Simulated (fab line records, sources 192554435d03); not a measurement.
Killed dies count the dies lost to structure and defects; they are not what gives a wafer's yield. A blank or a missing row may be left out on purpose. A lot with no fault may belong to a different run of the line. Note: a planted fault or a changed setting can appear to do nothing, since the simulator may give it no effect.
fab line records	flow n5-finfet
[record] lots = 7	wafers = 21	last-day = 16
route steps=1938 shown BEOL_M4@1111 BEOL_M7@1280 PASSIVATION@1936
lots untouched by any fault: they come from a run of this same line in which no faults occurred
start-h: the number of hours between the record's first day and the start of the first shown wafer of the lot	wait-h: hours since the lot's step before	" repeats the value in the row above	L1.1+2: one row covering several wafers at once	- either no value or no given start	* or withheld: withheld	< > ~ a bound
route shown NAME@n: names a module that has steps shown in the file, with the first one's number in the route	usual: mean/standard deviation taken from wafers without a fault	same: alike in all rows	chamber/n: place in a boat	sites: readings site by site	_std_site: how widely they spread, as a standard deviation	_edge_site: mean of outer sites minus mean of inner sites	radius-mm: how far each site lies from the wafer's centre	mask NAME#n: copy n	behind: tool/chamber where the wafer was last shaped	hold: why the lot went on hold/how many hours it stayed there/how the hold came to an end	device: names the non-switching transistor (n, p or np)	end of line: the tests these same wafers got at the end of their route	step lacking rows: just its recipe	killed: the dies lost at the first sort to structure and to defects; this is not the yield of the wafer	map: shows each die of a wafer: x if killed, . if not, _ if none is there
set.NAME: the setting the step ran with; set.NAME@STEP: the setting that earlier step ran with	model.NAME: the simulator's own value behind a step, which no gauge read
route steps across a sampled set of lots; one table per step, one row per wafer
services: from which hour (start-h, from the record's first day; less than 0 if before it) a tool's chamber was out of use, for how many hours, and why
[[steps]]
[step N5_BEOL_M4_RC_MEAS_101]
[usual] DIBL_N = 36.5/1.7	DIBL_P = 36.3/2.1	IOFF_N = 0.16/0.036	IOFF_P = 0.21/0.037	ION_N = 676/12	ION_P = 462/7.6	SS_N = 71.5/0.68	SS_P = 73.3/0.63	VT_N = 249/3.5	VT_P = -250/3.5
lot.wafer	tool	chamber	start-h	wait-h	DIBL_N[mV/V]	DIBL_P[mV/V]	IOFF_N[nA/um]	IOFF_P[nA/um]	ION_N[uA/um]	ION_P[uA/um]	SS_N[mV/dec]	SS_P[mV/dec]	VT_N[mV]	VT_P[mV]
L602.1	prober-02	0	189.85	0.0	38.8	38.2	0.23	0.28	697	472	71.3	74.5	248	-245
L602.2	"	0	"	"	37.0	35.9	0.18	0.24	688	469	71.5	73.4	247	-248
L602.3	"	0	"	"	37.7	37.0	0.20	0.26	693	472	71.6	74.2	247	-246
L609.2	prober-01	0	231.25	0.2	32.9	32.3	0.11	0.14	661	450	70.7	71.6	254	-254
L609.3	"	0	"	"	37.2	36.6	0.18	0.22	679	462	71.6	73.9	249	-248
L609.6	"	0	"	"	33.1	32.3	0.11	0.15	661	450	70.2	72.4	250	-255
L611.3	prober-01	0	251.34	0.3	34.2	35.5	0.12	0.17	664	455	70.5	73.1	252	-254
L611.5	"	0	"	"	36.2	37.2	0.15	0.19	677	457	70.7	73.5	249	-250
L611.6	"	0	"	"	36.8	38.8	0.18	0.22	686	465	71.7	74.0	247	-250
L612.3	prober-02	0	254.86	0.3	36.1	35.1	0.16	0.25	675	479	70.8	73.5	247	-244
L612.4	"	0	"	"	38.9	38.4	0.22	0.31	694	476	72.2	73.6	245	-239
L612.5	"	0	"	"	36.0	34.6	0.15	0.23	673	475	71.7	72.5	247	-249
L616.2	prober-01	0	256.84	0.2	37.6	38.6	0.18	0.22	681	467	72.4	73.6	248	-250
L616.3	"	0	"	"	35.3	35.9	0.13	0.19	667	459	71.0	73.3	253	-251
L616.6	"	0	"	"	39.6	40.3	0.23	0.25	682	463	72.1	74.1	244	-247
L614.1	prober-02	0	264.55	0.0	36.0	36.6	0.15	0.21	667	456	72.2	73.3	252	-250
L614.2	"	0	"	"	34.1	34.7	0.13	0.19	677	466	71.1	73.0	251	-250
L614.6	"	0	"	"	35.2	36.3	0.15	0.21	675	466	71.9	73.5	251	-250
L619.1	prober-02	0	289.05	0.0	37.4	38.3	0.16	0.22	676	461	71.4	74.0	251	-249
L619.2	"	0	"	"	36.9	37.2	0.16	0.21	682	461	70.6	73.2	250	-251
L619.4	"	0	"	"	37.0	37.3	0.16	0.21	667	463	71.3	72.6	250	-248
[step N5_BEOL_M7_ETCH_61]
[recipe] chemistry = CF4	target = SiARC	target-depth-a = 455	mask-material = CAR-ArF	time-s = 75.8	ion-energy-ev = 80	pressure-mtorr = 40	source-w = 545	bias-w = 36	Ar_flow_sccm = 100	cf4-flow-sccm = 100	ends = cleared
[usual] bias-w = 36.00/0.11	cf4-flow-sccm = 100.0/0.32	drypump-motor-current-A = 5.8/0.41	etch-rf-on-time-s = 75.7/1.7	oes-product-au = 0.68/0.052	rf-vpp-V = 184.4/1.4	showerhead-plenum-p-Torr = 2.16/0.07	throttle-valve-pct = 15.57/0.16
lot.wafer	tool	chamber	start-h	wait-h	bias-w	cf4-flow-sccm	drypump-motor-current-A	etch-rf-on-time-s	oes-product-au	rf-hours-counter-h	rf-vpp-V	showerhead-plenum-p-Torr	throttle-valve-pct
L602.1	rie-diel-01	2	213.55	0.0	35.90	99.6	5.1	75.7	0.68	116	182.9	2.08	15.70
L602.2	"	1	"	"	35.95	100.3	6.3	75.0	0.71	73	182.5	2.10	15.37
L602.3	"	3	"	"	35.97	100.1	6.0	77.2	0.64	161	184.6	2.15	15.58
L609.2	rie-diel-05	2	254.35	0.0	36.01	99.9	5.3	76.1	0.65	130	183.8	2.14	15.79
L609.3	"	0	"	"	36.04	100.1	5.9	79.5	0.74	31	184.7	2.18	15.50
L609.6	"	0	"	"	35.90	99.5	5.9	79.4	0.75	-	182.8	2.18	15.52
L611.3	rie-diel-05	2	279.68	0.0	36.12	100.1	5.3	75.7	0.65	137	184.0	2.14	15.82
L611.5	"	2	"	"	35.84	100.0	5.3	75.9	0.65	-	184.8	2.14	15.81
L611.6	"	1	"	"	35.93	99.5	6.1	75.3	0.65	-	181.7	2.08	15.80
L612.3	rie-diel-05	0	282.14	0.0	36.05	100.0	5.9	79.5	0.73	40	184.3	2.18	15.53
L612.4	"	1	"	"	35.86	99.5	6.1	76.2	0.65	-	183.5	2.08	15.77
L612.5	"	2	"	"	36.02	100.4	5.3	75.7	0.65	-	185.1	2.14	15.82
L616.2	rie-diel-01	0	282.55	0.0	36.02	100.3	6.0	76.0	0.60	215	185.2	2.19	15.62
L616.3	"	1	"	"	36.12	100.0	6.3	76.7	0.67	99	183.7	2.09	15.41
L616.6	"	1	"	"	36.05	100.2	6.3	77.1	0.67	-	185.3	2.09	15.43
L614.1	rie-diel-01	0	287.96	0.0	36.08	99.7	6.0	75.4	0.61	217	185.4	2.19	15.62
L614.2	"	3	"	"	35.69	100.4	6.0	77.2	0.63	188	183.8	2.14	15.65
L614.6	"	1	"	"	35.82	99.9	6.3	75.7	0.68	-	184.3	2.09	15.41
L619.1	rie-diel-04	3	313.50	0.0	35.86	100.3	5.7	74.9	0.73	41	184.7	2.26	15.38
L619.2	"	2	"	"	36.16	100.4	5.6	74.5	0.73	47	184.2	2.27	15.34
L619.4	"	0	"	"	36.10	99.6	5.1	73.8	0.62	198	183.7	2.12	15.62
[step N5_BEOL_M7_STRIP_19]
[recipe] chemistry = O2	power-w = 400	temp-c = 40	pressure-mtorr = 30	rf-frequency-hz = 6e+07	bias-power-w = 0	overash-fraction = 0.2	o2-flow-sccm = 225
[usual] drypump-motor-current-A = 5.7/0.39	oes-product-au = 0.81/0.067	rf-vpp-V = 3.6/0.61	showerhead-plenum-p-Torr = 2.14/0.083	throttle-valve-pct = 16.60/0.19
lot.wafer	tool	chamber	start-h	wait-h	drypump-motor-current-A	oes-product-au	rf-hours-counter-h	rf-vpp-V	showerhead-plenum-p-Torr	throttle-valve-pct
L602.1	rie-diel-04	2	214.08	0.3	5.6	0.90	23	2.8	2.23	16.31
L602.2	"	0	"	"	5.1	0.75	167	3.8	2.09	16.59
L602.3	"	1	"	"	5.8	0.84	61	3.4	2.22	16.66
L609.2	rie-diel-01	3	254.73	0.1	6.0	0.75	178	4.3	2.09	16.61
L609.3	"	1	"	"	6.4	0.81	90	3.8	2.02	16.36
L609.6	"	2	"	"	5.1	0.78	-	3.3	2.03	16.83
L611.3	rie-diel-04	2	280.04	0.1	5.6	0.88	37	3.5	2.22	16.32
L611.5	"	3	"	"	5.7	0.89	-	4.2	2.25	16.53
L611.6	"	2	"	"	5.6	0.87	-	4.7	2.22	16.32
L612.3	rie-diel-04	1	282.50	0.1	5.9	0.82	82	3.2	2.21	16.71
L612.4	"	2	"	"	5.6	0.88	37	3.7	2.22	16.34
L612.5	"	3	"	"	5.7	0.88	-	3.5	2.25	16.55
L616.2	rie-diel-05	2	282.90	0.1	5.3	0.77	138	3.9	2.10	16.93
L616.3	"	0	"	"	5.9	0.88	40	3.1	2.15	16.67
L616.6	"	2	"	"	5.3	0.76	-	4.1	2.10	16.93
L614.1	rie-diel-04	1	288.40	0.2	5.9	0.81	84	3.7	2.21	16.70
L614.2	"	2	"	"	5.6	0.87	39	3.5	2.22	16.34
L614.6	"	2	"	"	5.6	0.86	-	4.2	2.22	16.34
L619.1	rie-diel-01	1	313.95	0.2	6.3	0.79	109	3.0	2.01	16.38
L619.2	"	3	"	"	6.0	0.75	196	3.5	2.08	16.67
L619.4	"	2	"	"	5.2	0.76	150	3.4	2.03	16.86
[step N5_BEOL_M7_ETCH_72]
[recipe] chemistry = N2/H2	target = underlayer	target-depth-a = 65	mask-material = CAR-EUV	time-s = 5.2	ion-energy-ev = 200	pressure-mtorr = 30	source-w = 840	bias-w = 150	n2-flow-sccm = 200	h2-flow-sccm = 200	ends = cleared
[usual] bias-w = 149.9/0.44	chamber-pressure-mTorr = 30.00/0.04	drypump-motor-current-A = 5.8/0.42	etch-rf-on-time-s = 5.18/0.14	n2-flow-sccm = 200.0/0.56	oes-product-au = 0.68/0.051	rf-vpp-V = 524.2/2.7	showerhead-plenum-p-Torr = 2.55/0.087	throttle-valve-pct = 17.81/0.18
lot.wafer	tool	chamber	start-h	wait-h	bias-w	chamber-pressure-mTorr	drypump-motor-current-A	etch-rf-on-time-s	n2-flow-sccm	oes-product-au	rf-hours-counter-h	rf-vpp-V	showerhead-plenum-p-Torr	throttle-valve-pct
L602.1	rie-diel-01	3	214.62	0.0	149.4	30.01	6.0	5.18	199.0	0.65	162	524.7	2.53	17.64
L602.2	"	2	"	"	149.6	29.97	5.2	5.17	199.2	0.69	116	521.8	2.45	17.92
L602.3	"	1	"	"	150.3	30.03	6.3	5.23	200.1	0.70	74	521.3	2.47	17.68
L609.2	rie-diel-01	0	256.74	0.0	149.8	29.99	6.1	5.08	200.4	0.61	206	526.6	2.62	17.86
L609.3	"	1	"	"	150.6	29.97	6.3	5.17	199.8	0.69	90	520.9	2.47	17.70
L609.6	"	1	"	"	150.5	29.93	6.4	5.22	200.8	0.68	-	523.5	2.47	17.67
L611.3	rie-diel-05	1	281.19	0.0	150.4	30.07	6.1	5.21	199.0	0.64	139	519.7	2.44	17.88
L611.5	"	1	"	"	150.4	30.02	6.1	5.14	199.9	0.66	-	520.1	2.44	17.89
L611.6	"	2	"	"	149.6	30.06	5.3	5.13	198.5	0.66	-	523.7	2.57	18.14
L612.3	rie-diel-01	2	283.11	0.0	150.3	30.14	5.1	5.21	199.8	0.66	139	518.4	2.44	17.95
L612.4	"	3	"	"	149.7	30.09	6.0	5.31	199.3	0.63	186	523.2	2.52	17.68
L612.5	"	2	"	"	149.7	30.01	5.1	5.21	199.8	0.66	-	522.9	2.44	17.97
L616.2	rie-diel-05	1	283.60	0.0	150.4	29.98	6.2	5.18	200.5	0.65	140	520.1	2.44	17.90
L616.3	"	2	"	"	149.6	29.98	5.3	5.19	200.6	0.64	139	524.2	2.57	18.17
L616.6	"	2	"	"	149.3	30.01	5.3	5.18	201.0	0.66	-	526.0	2.57	18.18
L614.1	rie-diel-05	2	291.89	0.0	149.7	29.96	5.3	5.17	200.9	0.65	142	524.6	2.57	18.17
L614.2	"	1	"	"	149.2	29.99	6.1	5.25	200.4	0.64	144	521.7	2.44	17.89
L614.6	"	2	"	"	149.3	30.06	5.3	5.19	200.5	0.63	-	524.4	2.57	18.16
L619.1	rie-diel-01	3	314.90	0.0	150.0	29.97	6.0	5.35	200.6	0.63	196	523.4	2.52	17.67
L619.2	"	2	"	"	149.9	29.98	5.1	5.32	200.4	0.64	150	521.0	2.43	17.96
L619.4	"	1	"	"	149.8	30.10	6.3	5.37	200.4	0.65	109	520.8	2.46	17.72
[step N5_BEOL_M7_ETCH_65]
[recipe] chemistry = CF4	target = SiARC	target-depth-a = 156	mask-material = CAR-EUV	time-s = 26	ion-energy-ev = 80	pressure-mtorr = 40	source-w = 545	bias-w = 36	Ar_flow_sccm = 100	cf4-flow-sccm = 100	ends = cleared
[usual] bias-w = 36.00/0.12	cf4-flow-sccm = 100.02/0.27	drypump-motor-current-A = 5.8/0.42	etch-rf-on-time-s = 26.0/0.63	oes-product-au = 0.68/0.051	rf-vpp-V = 184.1/1.1	showerhead-plenum-p-Torr = 2.15/0.065	throttle-valve-pct = 15.60/0.15
lot.wafer	tool	chamber	start-h	wait-h	bias-w	cf4-flow-sccm	drypump-motor-current-A	etch-rf-on-time-s	oes-product-au	rf-hours-counter-h	rf-vpp-V	showerhead-plenum-p-Torr	throttle-valve-pct
L602.1	rie-diel-01	3	214.63	0.0	35.82	99.82	6.0	26.3	0.65	162	184.5	2.15	15.60
L602.2	"	2	"	"	35.98	100.00	5.2	25.8	0.69	116	182.1	2.08	15.71
L602.3	"	1	"	"	36.15	99.86	6.4	25.9	0.70	74	182.9	2.10	15.37
L609.2	rie-diel-01	0	256.76	0.0	35.88	100.08	6.0	25.8	0.62	206	184.2	2.20	15.60
L609.3	"	1	"	"	35.87	99.97	6.3	26.1	0.68	90	183.2	2.09	15.41
L609.6	"	1	"	"	36.07	99.47	6.3	26.0	0.69	-	182.6	2.09	15.39
L611.3	rie-diel-05	1	281.20	0.0	-	-	-	-	-	-	-	-	-
L611.5	"	1	"	"	-	-	-	-	-	-	-	-	-
L611.6	"	2	"	"	-	-	-	-	-	-	-	-	-
L612.3	rie-diel-01	2	283.13	0.0	-	-	-	-	-	-	-	-	-
L612.4	"	3	"	"	-	-	-	-	-	-	-	-	-
L612.5	"	2	"	"	-	-	-	-	-	-	-	-	-
L616.2	rie-diel-05	1	283.62	0.0	35.98	99.65	6.1	26.1	0.65	140	182.6	2.08	15.77
L616.3	"	2	"	"	36.01	99.67	5.3	26.1	0.65	139	183.9	2.14	15.81
L616.6	"	2	"	"	36.04	99.67	5.3	26.2	0.65	-	183.4	2.14	15.81
L614.1	rie-diel-05	2	291.91	0.0	35.88	99.98	5.3	25.7	0.66	142	183.9	2.14	15.82
L614.2	"	1	"	"	36.20	100.00	6.1	26.0	0.64	144	184.6	2.08	15.80
L614.6	"	2	"	"	36.02	100.32	5.3	26.2	0.64	-	184.6	2.14	15.80
L619.1	rie-diel-01	3	314.92	0.0	35.92	100.25	6.0	26.5	0.63	196	184.3	2.14	15.66
L619.2	"	2	"	"	35.72	100.21	5.1	26.0	0.65	150	183.3	2.07	15.78
L619.4	"	1	"	"	36.04	99.99	6.3	26.3	0.67	109	182.6	2.09	15.45
[step N5_BEOL_M7_ETCH_66]
[recipe] chemistry = N2/H2	target = SOC	target-depth-a = 800	overetch-a = 160	mask-material = SiARC	temp-c = 40	time-s = 120	ion-energy-ev = 200	pressure-mtorr = 30	source-w = 840	bias-w = 150	n2-flow-sccm = 200	h2-flow-sccm = 200
[usual] bias-w = 150.0/0.42	chamber-pressure-mTorr = 30.001/0.028	drypump-motor-current-A = 5.8/0.42	n2-flow-sccm = 200.0/0.54	oes-product-au = 0.61/0.048	rf-vpp-V = 524.1/2.6	showerhead-plenum-p-Torr = 2.55/0.087	throttle-valve-pct = 17.77/0.18
lot.wafer	tool	chamber	start-h	wait-h	bias-w	chamber-pressure-mTorr	drypump-motor-current-A	n2-flow-sccm	oes-product-au	rf-hours-counter-h	rf-vpp-V	showerhead-plenum-p-Torr	throttle-valve-pct
L602.1	rie-diel-01	3	214.66	0.0	149.5	29.974	6.0	199.4	0.59	162	524.0	2.53	17.59
L602.2	"	2	"	"	150.1	29.975	5.2	199.5	0.61	116	520.7	2.45	17.86
L602.3	"	1	"	"	149.8	30.000	6.3	199.6	0.63	74	522.6	2.47	17.64
L609.2	rie-diel-01	0	256.79	0.0	148.8	29.997	6.1	199.5	0.55	206	524.9	2.62	17.81
L609.3	"	1	"	"	149.5	30.013	6.4	200.3	0.61	90	521.9	2.47	17.67
L609.6	"	1	"	"	149.8	29.991	6.4	199.5	0.62	-	521.9	2.47	17.69
L611.3	rie-diel-05	1	281.23	0.0	149.5	30.042	6.1	199.9	0.28	139	523.2	2.44	17.79
L611.5	"	1	"	"	149.4	30.021	6.2	200.3	0.29	-	521.3	2.44	17.80
L611.6	"	2	"	"	150.0	29.985	5.3	200.3	0.29	-	524.8	2.57	18.07
L612.3	rie-diel-01	2	283.15	0.0	150.1	29.972	5.2	200.0	0.30	139	521.0	2.44	17.87
L612.4	"	3	"	"	150.3	30.034	6.0	199.5	0.27	186	522.7	2.52	17.60
L612.5	"	2	"	"	150.2	30.013	5.1	200.3	0.29	-	520.9	2.44	17.87
L616.2	rie-diel-05	1	283.65	0.0	150.1	29.991	6.1	200.1	0.59	140	521.6	2.44	17.86
L616.3	"	2	"	"	149.8	29.994	5.3	199.8	0.58	139	523.1	2.57	18.13
L616.6	"	2	"	"	150.0	30.033	5.3	200.4	0.58	-	522.2	2.57	18.12
L614.1	rie-diel-05	2	291.93	0.0	150.3	30.009	5.3	200.3	0.57	142	522.6	2.57	18.11
L614.2	"	1	"	"	149.4	30.015	6.1	200.1	0.58	144	519.5	2.44	17.87
L614.6	"	2	"	"	150.6	29.950	5.3	199.6	0.58	-	523.8	2.57	18.15
L619.1	rie-diel-01	3	314.95	0.0	149.7	30.014	6.0	200.0	0.57	196	524.0	2.52	17.66
L619.2	"	2	"	"	150.0	29.973	5.1	200.4	0.58	150	519.4	2.43	17.93
L619.4	"	1	"	"	150.2	30.032	6.3	199.7	0.61	109	521.7	2.46	17.71
[step N5_PASSIVATION_PROBE_49]
[usual] defect-limited-yield = 91.4/1.5	killed_at_M0_to_M3 = 34/12	killed_at_M4_up = 12/4.9	killed-at-contacts = 13/7.2	killed-at-front-end = 39/12	killed-at-other = 3.7/2.9	killed-dies = 101/18	killed-on-rim = 13/4	killed-open = 67/14	killed-short = 33/7.2	sort_bin_5_function = 5.1/0.97	sort_bin_6_memory = 3.2/0.67	sort-n-pass = 1079/17	sort-yield-pct = 91.4/1.5
[same] gross-dies = 1180	killed-at-back-side = 0	sort_bin_4_leakage[%] = 0	sort_bin_8_speed[%] = 0
lot.wafer	tool	chamber	start-h	wait-h	defect-limited-yield[%]	killed_at_M0_to_M3	killed_at_M4_up	killed-at-contacts	killed-at-front-end	killed-at-other	killed-dies	killed-on-rim	killed-open	killed-short	sort_bin_5_function[%]	sort_bin_6_memory[%]	sort-n-pass	sort-yield-pct[%]
L602.1	prober-02	-	298.80	0.0	91.1	35	23	20	25	2	105	10	73	32	5.1	3.5	1075	91.1
L602.2	prober-02	-	298.85	0.1	91.5	37	18	18	26	1	100	14	69	26	5.0	3.4	1080	91.5
L602.3	prober-02	-	298.90	0.1	89.4	49	15	32	27	2	125	15	92	28	6.9	3.5	1055	89.4
L609.2	prober-01	-	339.06	0.1	90.4	34	9	10	57	3	113	8	64	46	5.5	3.4	1067	90.4
L609.3	prober-01	-	339.11	0.1	87.5	31	11	12	86	8	148	25	98	46	8.0	4.1	1032	87.5
L609.6	prober-01	-	339.26	0.3	90.3	35	13	18	44	5	115	20	71	39	5.6	3.5	1065	90.3
L611.3	prober-01	-	356.96	0.1	0	21	1092	11	42	14	1180	152	72	26	97.1	2.6	0	0
L611.5	prober-01	-	357.06	0.2	0	34	1106	12	25	3	1180	152	50	30	97.4	2.5	0	0
L611.6	prober-01	-	357.11	0.3	0	37	1087	12	35	9	1180	152	69	31	96.1	3.8	0	0
L616.2	prober-01	-	363.49	0.1	91.9	33	12	8	41	2	96	11	58	33	4.7	3.4	1084	91.9
L616.3	prober-01	-	363.54	0.1	92.5	25	11	7	44	1	88	12	47	33	5.0	2.2	1092	92.5
L616.6	prober-01	-	363.69	0.3	89.7	52	10	6	50	4	122	24	78	41	5.8	3.9	1058	89.7
L612.3	prober-01	-	364.39	0.1	0	25	1079	9	63	4	1180	152	77	43	96.9	3.1	0	0
L612.4	prober-01	-	364.44	0.2	0	32	1113	3	30	2	1180	152	60	25	97.6	2.2	0	0
L612.5	prober-01	-	364.49	0.2	0	44	1088	2	37	9	1180	152	65	38	96.4	3.0	0	0
L614.1	prober-01	-	373.71	0.0	91.2	30	16	16	40	2	104	9	70	34	6.1	2.5	1076	91.2
L614.2	prober-01	-	373.76	0.1	90.8	38	19	6	39	6	108	12	60	48	5.3	3.4	1072	90.8
L614.6	prober-01	-	373.96	0.3	91.9	30	5	7	51	2	95	15	58	37	4.5	3.3	1085	91.9
// killed by level:class
L602.1 MOL_CONTACT_COAG:geometric-particle:open=17 BEOL_M4:geometric-particle:open=11 BEOL_M2:geometric-particle:open=10 BEOL_M3:geometric-particle:open=9 BEOL_M0_SAQP:geometric-particle:short=7 GATE_CUT:geometric-particle:short=6 BEOL_M0_SAQP:geometric-particle:open=5 STI_FIN_REVEAL:geometric-particle:open=3
L602.2 MOL_CONTACT_COAG:geometric-particle:open=15 BEOL_M3:geometric-particle:open=9 BEOL_M0_SAQP:geometric-particle:open=8 BEOL_M0_SAQP:geometric-particle:short=7 GATE_CUT:geometric-particle:short=6 BEOL_M4:geometric-particle:open=6 STI_FIN_REVEAL:geometric-particle:open=4 GATE_CUT:geometric-particle:open=4
L602.3 MOL_CONTACT_COAG:geometric-particle:open=27 BEOL_M0_SAQP:geometric-particle:open=12 BEOL_M3:geometric-particle:open=12 STI_FIN_REVEAL:geometric-particle:open=10 BEOL_M2:geometric-particle:open=9 BEOL_M1:geometric-particle:open=6 STARTING-WAFER:geometric-particle:short=5 MOL_CONTACT_COAG:geometric-particle:short=4
L609.2 STI_FIN_REVEAL:geometric-particle:open=12 FIN_SAQP:geometric-particle:short=11 BEOL_M0_SAQP:geometric-particle:open=11 BEOL_M0_SAQP:geometric-particle:short=10 MOL_CONTACT_COAG:geometric-particle:open=8 GATE_CUT:geometric-particle:open=6 BEOL_M1:geometric-particle:open=5 FIN_SAQP:geometric-particle:open=4
L609.3 FIN_SAQP:geometric-particle:open=20 STI_FIN_REVEAL:geometric-particle:open=17 FIN_SAQP:geometric-particle:short=10 MOL_CONTACT_COAG:geometric-particle:open=10 GATE_CUT:geometric-particle:short=9 BEOL_M0_SAQP:geometric-particle:short=8 BEOL_M2:geometric-particle:open=6 DUMMY_GATE:geometric-particle:open=6
L609.6 MOL_CONTACT_COAG:geometric-particle:open=14 BEOL_M0_SAQP:geometric-particle:open=11 FIN_SAQP:geometric-particle:short=10 BEOL_M4:geometric-particle:open=8 FIN_SAQP:geometric-particle:open=7 BEOL_M0_SAQP:geometric-particle:short=6 BEOL_M3:geometric-particle:open=6 BEOL_M2:geometric-particle:open=5
L611.3 BEOL_M7:area-etch=1082 STI_FIN_REVEAL:geometric-particle:open=12 MOL_CONTACT_COAG:geometric-particle:open=10 FIN_SAQP:geometric-particle:open=7 BEOL_M0_SAQP:geometric-particle:open=6 MIM_TOP:geometric-particle:open=6 FIN_SAQP:geometric-particle:short=5 GATE_CUT:geometric-particle:open=5
L611.5 BEOL_M7:area-etch=1099 MOL_CONTACT_COAG:geometric-particle:open=10 BEOL_M0_SAQP:geometric-particle:short=10 GATE_CUT:geometric-particle:open=5 GATE_CUT:geometric-particle:short=5 BEOL_M0_SAQP:geometric-particle:open=5 BEOL_M3:geometric-particle:open=5 STARTING-WAFER:geometric-particle:open=4
L611.6 BEOL_M7:area-etch=1080 BEOL_M0_SAQP:geometric-particle:open=13 BEOL_M3:geometric-particle:open=13 FIN_SAQP:geometric-particle:open=12 MOL_CONTACT_COAG:geometric-particle:open=9 BEOL_M0_SAQP:geometric-particle:short=6 FIN_SAQP:geometric-particle:short=5 MIM_TOP:geometric-particle:open=5
L616.2 BEOL_M0_SAQP:geometric-particle:short=8 FIN_SAQP:geometric-particle:open=7 STI_FIN_REVEAL:geometric-particle:open=7 BEOL_M2:geometric-particle:open=7 BEOL_M0_SAQP:geometric-particle:open=6 BEOL_M1:geometric-particle:open=5 BEOL_M4:geometric-particle:open=5 MOL_CONTACT_COAG:geometric-particle:short=4
L616.3 STI_FIN_REVEAL:geometric-particle:open=11 FIN_SAQP:geometric-particle:open=9 FIN_SAQP:geometric-particle:short=8 BEOL_M0_SAQP:geometric-particle:short=7 MOL_CONTACT_COAG:geometric-particle:open=6 BEOL_M0_SAQP:geometric-particle:open=6 BEOL_M1:geometric-particle:short=4 STI_FIN_REVEAL:geometric-particle:short=3
L616.6 STI_FIN_REVEAL:geometric-particle:open=21 BEOL_M0_SAQP:geometric-particle:short=12 BEOL_M3:geometric-particle:open=12 BEOL_M0_SAQP:geometric-particle:open=10 BEOL_M1:geometric-particle:open=9 STI_FIN_REVEAL:geometric-particle:short=7 GATE_CUT:geometric-particle:short=7 GATE_CUT:geometric-particle:open=5
L612.3 BEOL_M7:area-etch=1059 FIN_SAQP:geometric-particle:open=12 FIN_SAQP:geometric-particle:short=10 STI_FIN_REVEAL:geometric-particle:open=9 BEOL_M4:geometric-particle:open=8 BEOL_M2:geometric-particle:open=8 MOL_CONTACT_COAG:geometric-particle:open=7 BEOL_M5:geometric-particle:open=7
L612.4 BEOL_M7:area-etch=1092 BEOL_M2:geometric-particle:open=10 BEOL_M3:geometric-particle:open=8 BEOL_M5:geometric-particle:open=7 BEOL_M4:geometric-particle:open=6 FIN_SAQP:geometric-particle:short=4 FIN_SAQP:geometric-particle:open=4 STI_FIN_REVEAL:geometric-particle:open=4
L612.5 BEOL_M7:area-etch=1077 BEOL_M3:geometric-particle:open=13 STI_FIN_REVEAL:geometric-particle:open=11 BEOL_M0_SAQP:geometric-particle:short=10 BEOL_M0_SAQP:geometric-particle:open=7 FIN_SAQP:geometric-particle:short=5 STI_FIN_REVEAL:geometric-particle:short=5 BEOL_M2:geometric-particle:open=5
L614.1 BEOL_M4:geometric-particle:open=13 FIN_SAQP:geometric-particle:open=12 MOL_CONTACT_COAG:geometric-particle:open=10 BEOL_M2:geometric-particle:open=10 BEOL_M0_SAQP:geometric-particle:short=7 GATE_CUT:geometric-particle:short=6 MOL_CONTACT_COAG:geometric-particle:short=6 FIN_SAQP:geometric-particle:short=5
L614.2 FIN_SAQP:geometric-particle:open=10 BEOL_M4:geometric-particle:open=10 BEOL_M0_SAQP:geometric-particle:short=9 BEOL_M2:geometric-particle:open=9 FIN_SAQP:geometric-particle:short=7 STI_FIN_REVEAL:geometric-particle:open=7 GATE_CUT:geometric-particle:short=5 MOL_CONTACT_COAG:geometric-particle:open=5
L614.6 STI_FIN_REVEAL:geometric-particle:open=10 FIN_SAQP:geometric-particle:short=9 FIN_SAQP:geometric-particle:open=9 BEOL_M2:geometric-particle:open=8 GATE_CUT:geometric-particle:short=7 MOL_CONTACT_COAG:geometric-particle:open=7 BEOL_M3:geometric-particle:short=6 GATE_CUT:geometric-particle:open=5
[[services]]
tool	chamber	start-h	hours	kind
rie-diel-04	0	202.29	6.5	repair
rie-diel-05	2	205.97	1.6	repair
rie-diel-05	-	216.89	0.8	repair
rie-diel-04	2	233.69	4.1	repair
rie-diel-04	2	252.40	19.3	repair
rie-diel-05	3	276.30	-	clean
rie-diel-05	3	276.30	-	consumable-replace:focus-ring
rie-diel-05	3	276.30	31.9	scheduled-down
rie-diel-05	3	276.30	31.9	vent-cycle
[[key]]
[first-sign] step = N5_BEOL_M7_ETCH_65	reading = tool-record	direction = missing
[effect] step = N5_BEOL_M7_ETCH_66	reading = oes-product-au	direction = down	sigmas = 6.6	usual = 0.61	struck = 0.29
[effect] step = N5_PASSIVATION_PROBE_49	reading = killed_at_M4_up	direction = up	sigmas = 99+	usual = 12	struck = 1094
[more-kills-born-at] N5_BEOL_M7_ETCH_65@rie-diel-05 = 3261	N5_BEOL_M7_ETCH_65@rie-diel-01 = 3228
met-at N5_BEOL_M7_ETCH_65
struck-lots L611,L612
later-rows-left-out L611.3,L611.5,L611.6,L612.3,L612.4,L612.5
not-acting-at N5_BEOL_M7_ETCH_61,N5_BEOL_M7_STRIP_19,N5_BEOL_M7_ETCH_72
onset-between 256.76 281.20
[fault] kind = skipped-step-whole	tool = rie-diel-01,rie-diel-05	chamber = -	onset-h = 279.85	steps = N5_BEOL_M7_ETCH_65	scope = struck-lots-only
// later-rows-left-out: the simulator's readings of these wafers behind a module that went badly wrong aren't trusted and aren't shown, but for the sort
